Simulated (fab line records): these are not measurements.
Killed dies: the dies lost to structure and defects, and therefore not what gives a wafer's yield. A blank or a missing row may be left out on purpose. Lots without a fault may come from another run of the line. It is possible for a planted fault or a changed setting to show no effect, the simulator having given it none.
fab line records	flow n5_finfet
record lots=10	wafers=29	last_day=20
route steps=1938 shown WELL_APT@55 BEOL_M4@1100 BEOL_M5@1116 PASSIVATION@1936
lots that met no fault: taken from a fault-free run of the same line
start_h: hours from the record's opening day to when the first of the lot's shown wafers began	wait_h: hours elapsed since this lot's preceding step	" as in the row above	L1.1+2: one row covering several wafers at once	- value missing, or start not given	* or withheld: withheld	< > ~ a bound
route shown NAME@n: names a module that has steps shown in the file, with the first one's number in the route	usual: mean/standard deviation of fault-free wafers	same: alike in all rows	chamber/n: place in a boat	sites: each site's reading	_std_site: standard deviation of those values	_edge_site: inner sites' mean taken away from outer sites' mean	radius_mm: how far each site lies from the wafer's centre	mask NAME#n: copy n	behind: the tool/chamber that last shaped the wafer	hold: reason for holding the lot/hours on hold/outcome of the hold	device: whichever transistor did not switch (one of n, p or np)	end of line: tests of these same wafers at the route's end	for a step that has no rows: nothing shown but its recipe	killed: count of dies lost to structure and defects at first sort (not the wafer's yield)	map: a wafer's dies, x killed, . not, _ none there
set.NAME: the setting as run; set.NAME@STEP: as run at that earlier step	model.NAME: the simulator's own value behind a step, which no gauge read
a sample of lots followed through the steps of the route, with each step as a table and each wafer as a row
services: a tool's chamber out of use, with start hour (start_h, from the record's first day; less than 0 if before it), hours out, and reason
## steps
# step N5_WELL_APT_EPI_41
# recipe material=Si	target_thk_a=500	temp_c=650	precursor=SiH4/H2	pressure_torr=20	time_s=297.7
# usual throttle_valve_pct=11.1/0.42
lot.wafer	tool	chamber	start_h	wait_h	throttle_valve_pct
L606.4	epi_rpcvd-01	0	16.12	0.3	11.3
L606.5	"	0	"	"	11.7
L606.6	"	0	"	"	11.7
L607.2	epi_rpcvd-04	0	21.97	0.1	10.8
L607.4	"	0	"	"	10.7
L607.6	"	0	"	"	10.9
L608.1	epi_rpcvd-01	0	28.08	0.0	11.5
L608.2	"	0	"	"	11.3
L608.5	"	0	"	"	11.6
L611.1	epi_rpcvd-02	0	47.06	0.0	10.6
L611.2	"	0	"	"	10.5
L611.6	"	0	"	"	10.3
L612.1	epi_rpcvd-02	0	52.65	0.0	10.7
L612.3	"	0	"	"	10.8
L612.6	"	0	"	"	10.3
L613.3	epi_rpcvd-04	0	58.33	0.2	10.8
L613.4	"	0	"	"	11.1
L613.5	"	0	"	"	11.1
L617.1	epi_rpcvd-01	0	81.97	0.0	11.3
L617.2	"	0	"	"	11.2
L617.6	"	0	"	"	11.5
L621.4	epi_rpcvd-01	0	106.36	0.3	11.6
L621.6	"	0	"	"	11.5
L626.1	epi_rpcvd-04	0	136.21	0.0	10.7
L626.5	"	0	"	"	11.2
L626.6	"	0	"	"	10.9
L629.1	epi_rpcvd-04	0	154.16	0.0	11.0
L629.2	"	0	"	"	11.2
L629.3	"	0	"	"	11.1
# step N5_BEOL_M4_SPUTTER_96
# recipe material=Cu	target_thk_a=45	temp_c=-20	chamber_pressure_pa=0.07	power_w=withheld	time_s=8.29
# usual throttle_valve_pct=30.4/0.99
lot.wafer	tool	chamber	start_h	wait_h	throttle_valve_pct
L607.2	pvd_sputter-01	-	187.21	0.1	31.2
L607.4	"	-	"	"	29.4
L607.6	"	-	"	"	29.3
L606.4	pvd_sputter-03	-	188.85	0.1	31.3
L606.5	"	-	"	"	30.4
L606.6	"	-	"	"	29.4
L608.1	pvd_sputter-01	-	194.87	0.1	30.9
L608.2	"	-	"	"	31.6
L608.5	"	-	"	"	31.5
L611.1	pvd_sputter-03	-	203.41	0.1	31.4
L611.2	"	-	"	"	30.9
L611.6	"	-	"	"	29.5
L613.3	pvd_sputter-01	-	222.97	0.1	31.3
L613.4	"	-	"	"	31.0
L613.5	"	-	"	"	30.9
L612.1	pvd_sputter-03	-	231.76	0.1	30.2
L612.3	"	-	"	"	31.0
L612.6	"	-	"	"	29.5
L617.1	pvd_sputter-03	-	235.92	0.1	29.3
L617.2	"	-	"	"	31.1
L617.6	"	-	"	"	29.2
L621.4	pvd_sputter-03	-	267.72	0.1	31.1
L621.6	"	-	"	"	31.0
L626.1	pvd_sputter-03	-	299.40	0.1	29.3
L626.5	"	-	"	"	30.4
L626.6	"	-	"	"	30.9
L629.1	pvd_sputter-01	-	354.63	0.1	31.6
L629.2	"	-	"	"	31.4
L629.3	"	-	"	"	31.1
# step N5_BEOL_M4_DEP_57
# recipe material=SiCN	target_thk_a=80	temp_c=withheld	precursor=3MS/NH3	pressure_torr=3	rf_w=202	time_s=14
# usual showerhead_plenum_p_Torr=3.666/0.0075	throttle_valve_pct=8.95/0.3
lot.wafer	tool	chamber	start_h	wait_h	showerhead_plenum_p_Torr	throttle_valve_pct
L607.2	pecvd-01	2	188.29	0.0	3.670	8.49
L607.4	"	0	"	"	3.659	8.91
L607.6	"	1	"	"	3.660	9.12
L606.4	pecvd-02	1	190.26	0.0	3.654	9.11
L606.5	"	2	"	"	3.657	8.66
L606.6	"	0	"	"	3.676	8.96
L608.1	pecvd-01	2	195.87	0.0	3.667	8.85
L608.2	"	0	"	"	3.668	8.70
L608.5	"	0	"	"	3.656	8.84
L611.1	pecvd-02	2	204.44	0.0	3.665	8.60
L611.2	"	1	"	"	3.655	9.34
L611.6	"	0	"	"	3.667	8.68
L613.3	pecvd-03	0	224.01	0.0	3.669	8.74
L613.4	"	1	"	"	3.674	9.52
L613.5	"	0	"	"	3.670	9.10
L612.1	pecvd-02	2	233.09	0.0	3.668	8.43
L612.3	"	1	"	"	3.657	9.32
L612.6	"	1	"	"	3.655	9.23
L617.1	pecvd-01	1	236.91	0.0	3.669	9.16
L617.2	"	2	"	"	3.676	8.33
L617.6	"	1	"	"	3.651	9.20
L621.4	pecvd-03	1	269.76	0.0	3.670	9.41
L621.6	"	0	"	"	3.671	8.99
L626.1	pecvd-01	2	300.41	0.0	3.675	9.03
L626.5	"	2	"	"	3.674	8.92
L626.6	"	0	"	"	3.657	9.07
L629.1	pecvd-01	0	355.61	0.0	3.663	9.04
L629.2	"	1	"	"	3.656	9.10
L629.3	"	2	"	"	3.667	8.91
# step N5_BEOL_M4_RC_MEAS_101
# usual CJ_N=4.35/0.086	DIBL_N=36.7/1.8	DIBL_P=37.0/2.4	IOFF_N=0.17/0.036	IOFF_P=0.22/0.042	ION_N=673/12	ION_P=462/8.5	SS_N=71.7/0.62	SS_P=73.4/0.65	VT_N=250/3.7	VT_P=-250/3.7
lot.wafer	tool	chamber	start_h	wait_h	CJ_N	DIBL_N[mV/V]	DIBL_P[mV/V]	IOFF_N[nA/um]	IOFF_P[nA/um]	ION_N[uA/um]	ION_P[uA/um]	SS_N[mV/dec]	SS_P[mV/dec]	VT_N[mV]	VT_P[mV]
L607.2	prober-02	0	188.56	0.2	4.36	38.5	39.0	0.19	0.25	671	461	71.5	73.3	250	-250
L607.4	"	0	"	"	4.35	38.2	39.0	0.21	0.24	675	460	71.9	74.6	245	-250
L607.6	"	0	"	"	4.40	37.8	37.4	0.19	0.22	667	457	72.0	73.4	250	-249
L606.4	prober-01	0	190.83	0.5	4.36	38.0	39.7	0.19	0.24	682	462	72.3	73.6	247	-250
L606.5	"	0	"	"	4.46	36.5	37.5	0.16	0.20	676	460	71.0	73.5	250	-252
L606.6	"	0	"	"	4.44	37.5	39.1	0.18	0.23	678	458	71.5	74.0	248	-251
L608.1	prober-02	0	195.99	0.0	4.32	36.8	37.0	0.15	0.20	660	460	72.2	73.1	252	-253
L608.2	"	0	"	"	4.31	36.4	36.0	0.14	0.18	666	460	71.8	73.5	253	-255
L608.5	"	0	"	"	4.27	38.0	38.4	0.18	0.21	667	457	72.5	73.6	251	-253
L611.1	prober-01	0	204.56	0.0	4.34	37.7	38.4	0.17	0.21	670	455	72.2	73.5	251	-253
L611.2	"	0	"	"	4.43	34.6	34.7	0.13	0.16	671	456	71.1	72.0	252	-255
L611.6	"	0	"	"	4.41	35.9	35.1	0.14	0.17	655	447	71.1	73.6	252	-254
L613.3	prober-02	0	224.45	0.3	4.35	36.2	37.7	0.16	0.22	675	471	71.6	73.5	249	-246
L613.4	"	0	"	"	4.39	33.3	33.2	0.12	0.17	663	460	71.1	72.6	254	-251
L613.5	"	0	"	"	4.32	37.4	38.6	0.18	0.25	677	468	72.3	73.3	248	-248
L612.1	prober-01	0	233.22	0.0	4.35	35.5	35.9	0.15	0.21	669	461	71.5	72.5	248	-252
L612.3	"	0	"	"	4.34	36.9	37.3	0.17	0.22	669	460	72.1	73.8	250	-252
L612.6	"	0	"	"	4.42	39.9	40.9	0.24	0.27	687	463	73.2	74.7	244	-250
L617.1	prober-02	0	237.03	0.0	4.09	37.4	38.1	0.18	0.23	675	459	71.5	74.1	248	-251
L617.2	"	0	"	"	4.20	36.3	37.3	0.16	0.23	687	471	71.8	73.4	249	-250
L617.6	"	0	"	"	4.36	37.2	36.4	0.16	0.21	689	470	71.9	73.1	248	-250
L621.4	prober-02	0	270.34	0.5	4.08	38.3	40.2	0.23	0.29	696	479	72.0	73.2	240	-246
L621.6	"	0	"	"	4.46	38.1	39.3	0.20	0.28	684	472	71.8	73.9	247	-245
L626.1	prober-01	0	300.55	0.0	4.44	35.7	34.9	0.15	0.19	678	461	71.4	73.1	251	-249
L626.5	"	0	"	"	4.41	36.7	36.2	0.17	0.22	686	464	71.0	73.8	250	-249
L626.6	"	0	"	"	4.38	32.1	30.0	0.10	0.14	662	456	70.7	72.4	256	-255
L629.1	prober-01	0	355.73	0.0	4.14	36.6	36.4	0.15	0.19	669	454	71.8	72.8	251	-252
L629.2	"	0	"	"	4.38	36.8	35.9	0.16	0.20	682	464	71.9	73.6	248	-253
L629.3	"	0	"	"	4.25	35.9	35.0	0.14	0.18	670	455	71.6	73.4	251	-254
# step N5_BEOL_M5_HM_DEP_02
# recipe material=TiN	target_thk_a=200	temp_c=25	chamber_pressure_pa=0.49996
# usual throttle_valve_pct=30.4/0.97
lot.wafer	tool	chamber	start_h	wait_h	throttle_valve_pct
L607.2	pvd_sputter-02	-	190.80	0.8	30.1
L607.4	"	-	"	"	29.7
L607.6	"	-	"	"	30.0
L606.4	pvd_sputter-01	-	192.45	0.5	31.3
L606.5	"	-	"	"	29.5
L606.6	"	-	"	"	31.4
L608.1	pvd_sputter-01	-	200.01	2.4	31.4
L608.2	"	-	"	"	31.6
L608.5	"	-	"	"	31.5
L611.1	pvd_sputter-03	-	207.20	1.0	30.2
L611.2	"	-	"	"	29.6
L611.6	"	-	"	"	30.4
L613.3	pvd_sputter-03	-	227.43	1.6	31.6
L613.4	"	-	"	"	30.9
L613.5	"	-	"	"	29.2
L612.1	pvd_sputter-03	-	236.10	1.3	30.4
L612.3	"	-	"	"	31.5
L612.6	"	-	"	"	31.4
L617.1	pvd_sputter-01	-	239.83	0.7	29.4
L617.2	"	-	"	"	30.8
L617.6	"	-	"	"	31.2
L621.4	pvd_sputter-01	-	272.29	0.8	31.2
L621.6	"	-	"	"	31.2
L626.1	pvd_sputter-01	-	303.16	1.0	29.7
L626.5	"	-	"	"	31.4
L626.6	"	-	"	"	31.4
L629.1	pvd_sputter-03	-	358.23	0.9	30.9
L629.2	"	-	"	"	31.5
L629.3	"	-	"	"	30.3
# step N5_PASSIVATION_PROBE_49
# usual defect_limited_yield=91.1/1.4	killed_at_M0_to_M3=32/9.3	killed_at_M4_up=13/5.8	killed_at_contacts=12/6.3	killed_at_front_end=44/12	killed_at_other=3.6/2.7	killed_dies=104/17	killed_on_rim=14/3.9	killed_open=69/13	killed_short=34/6.9	sort_bin_5_function=5.2/0.98	sort_bin_6_memory=3.3/0.59	sort_n_pass=1075/17	sort_yield_pct=91.1/1.4
# same gross_dies=1180	killed_at_back_side=0	sort_bin_4_leakage[%]=0	sort_bin_8_speed[%]=0
lot.wafer	tool	chamber	start_h	wait_h	defect_limited_yield[%]	killed_at_M0_to_M3	killed_at_M4_up	killed_at_contacts	killed_at_front_end	killed_at_other	killed_dies	killed_on_rim	killed_open	killed_short	sort_bin_5_function[%]	sort_bin_6_memory[%]	sort_n_pass	sort_yield_pct[%]
L621.4	prober-02	-	391.23	0.2	90.9	35	17	24	28	3	107	19	73	33	5.7	2.8	1073	90.9
L621.6	prober-02	-	391.33	0.3	91.9	25	20	8	42	0	95	12	63	30	4.2	3.6	1085	91.9
# killed by level:class
L621.4 MOL_CONTACT_COAG:geometric_particle:open=19 BEOL_M0_SAQP:geometric_particle:short=18 BEOL_M4:geometric_particle:open=10 FIN_SAQP:geometric_particle:open=8 BEOL_M0_SAQP:geometric_particle:open=8 STI_FIN_REVEAL:geometric_particle:open=5 MOL_CONTACT_COAG:geometric_particle:short=5 BEOL_M2:geometric_particle:open=4
L621.6 DUMMY_GATE:geometric_particle:open=8 BEOL_M0_SAQP:geometric_particle:open=8 FIN_SAQP:geometric_particle:short=6 STI_FIN_REVEAL:geometric_particle:open=6 BEOL_M1:geometric_particle:open=6 GATE_CUT:geometric_particle:open=5 MOL_CONTACT_COAG:geometric_particle:open=5 BEOL_M0_SAQP:geometric_particle:short=5
## services
tool	chamber	start_h	hours	kind
pecvd-01	1	-5.31	16.5	scheduled_down
pecvd-03	-	3.36	2.0	repair
pvd_sputter-01	-	24.59	4.0	repair
pecvd-01	2	50.56	2.1	scheduled_down
pvd_sputter-01	-	59.71	2.3	repair
pecvd-03	0	76.39	16.1	repair
pvd_sputter-01	-	103.02	8.4	repair
pecvd-02	-	105.74	2.8	pm
pvd_sputter-01	-	119.50	1.5	repair
pecvd-01	-	124.76	0.7	repair
pecvd-03	-	127.47	1.0	repair
pecvd-01	0	130.28	5.4	repair
epi_rpcvd-04	-	147.42	0.7	repair
pecvd-02	1	148.43	2.9	repair
pecvd-02	-	175.95	0.5	repair
epi_rpcvd-04	-	187.36	0.7	repair
pecvd-03	-	196.68	14.6	pm
epi_rpcvd-01	-	226.59	27.2	pm
epi_rpcvd-02	-	255.06	0.5	repair
pecvd-03	-	262.15	0.7	repair
pecvd-01	1	294.60	5.9	repair
pvd_sputter-02	-	301.83	7.9	repair
pecvd-01	2	323.02	8.5	repair
pecvd-02	1	329.19	4.8	repair
## key
first_sign step=N5_BEOL_M4_RC_MEAS_101	reading=CJ_N	direction=down	sigmas=3.1	usual=4.35	struck=4.08
effect none on later readings
met_at N5_WELL_APT_EPI_41
struck_lots L621
struck_wafers L621.4
not_acting_at N5_BEOL_M4_SPUTTER_96,N5_BEOL_M4_DEP_57,N5_BEOL_M5_HM_DEP_02
onset_between 81.97 106.36
fault kind=process_parameter_drift	tool=epi_rpcvd-01	chamber=-	onset_h=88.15	steps=N5_WELL_APT_EPI_41	channel=target_thk_a	offset=*	shape=step	end_h=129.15	scope=struck_wafers_only	acts_in=*	stated=*
